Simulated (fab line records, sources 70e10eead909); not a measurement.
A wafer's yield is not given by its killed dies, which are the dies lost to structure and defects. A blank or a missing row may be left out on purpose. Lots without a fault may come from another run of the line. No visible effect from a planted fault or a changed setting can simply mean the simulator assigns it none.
Matching of chambers || flow nand harc || NHARC_P_GATE_ETCH_104 on rie diel-02: 4 sister chambers
The step etches the open film in CF4/CHF3, target depth 60 nm. 7 wafers are shown with their chamber, then 7 later ones without.

## WAFERS, EACH WITH ITS CHAMBER
{"wafer": "L079.2", "chamber": 3, "drypump motor current A (A)": 5.8, "rf vpp V (V)": 370.8}
{"wafer": "L079.3", "chamber": 0, "drypump motor current A (A)": 5.8, "rf vpp V (V)": 375.6}
{"wafer": "L080.1", "chamber": 1, "drypump motor current A (A)": 5.6, "rf vpp V (V)": 372.1}
{"wafer": "L080.4", "chamber": 2, "drypump motor current A (A)": 5.9, "rf vpp V (V)": 367.2}
{"wafer": "L080.6", "chamber": 2, "drypump motor current A (A)": 5.9, "rf vpp V (V)": 367.3}
{"wafer": "L082.1", "chamber": 3, "drypump motor current A (A)": 5.8, "rf vpp V (V)": 371.6}
{"wafer": "L082.2", "chamber": 0, "drypump motor current A (A)": 5.7, "rf vpp V (V)": 373.8}

## WAFERS WITH NO CHAMBER GIVEN
{"wafer": "L082.4", "drypump motor current A (A)": 5.6, "rf vpp V (V)": 372.6}
{"wafer": "L089.2", "drypump motor current A (A)": 5.8, "rf vpp V (V)": 371.1}
{"wafer": "L089.3", "drypump motor current A (A)": 5.8, "rf vpp V (V)": 374.9}
{"wafer": "L089.4", "drypump motor current A (A)": 5.6, "rf vpp V (V)": 373.0}
{"wafer": "L090.3", "drypump motor current A (A)": 5.6, "rf vpp V (V)": 371.8}
{"wafer": "L090.4", "drypump motor current A (A)": 5.9, "rf vpp V (V)": 369.1}
{"wafer": "L090.5", "drypump motor current A (A)": 5.9, "rf vpp V (V)": 368.7}

## CHAMBER TAKEN BY EACH
{"wafer": "L082.4", "from the rows above": 1, "in truth": 1}
{"wafer": "L089.2", "from the rows above": 3, "in truth": 3}
{"wafer": "L089.3", "from the rows above": 0, "in truth": 0}
{"wafer": "L089.4", "from the rows above": 1, "in truth": 1}
{"wafer": "L090.3", "from the rows above": 1, "in truth": 1}
{"wafer": "L090.4", "from the rows above": "can't be placed: 2 or 3", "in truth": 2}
{"wafer": "L090.5", "from the rows above": 2, "in truth": 2}
6 of 7 placed correctly. From these rows, 1 cannot be placed; in 1 the true chamber is one of the candidates. Placed wrongly: 0.
How it was worked out, from the rows above alone: a wafer's distance from a chamber is the root of the sum, over the readings, of the square of ((its reading less the chamber's mean) divided by the reading's scatter). The wafer belongs to the nearest chamber; if the next one is less than 2 further off, it can't be placed. The mean given for a chamber averages the wafers shown for that chamber. The scatter: the root of (the sum of the squares of (reading less its chamber's mean) over the shown wafers, divided by (wafers less chambers)).
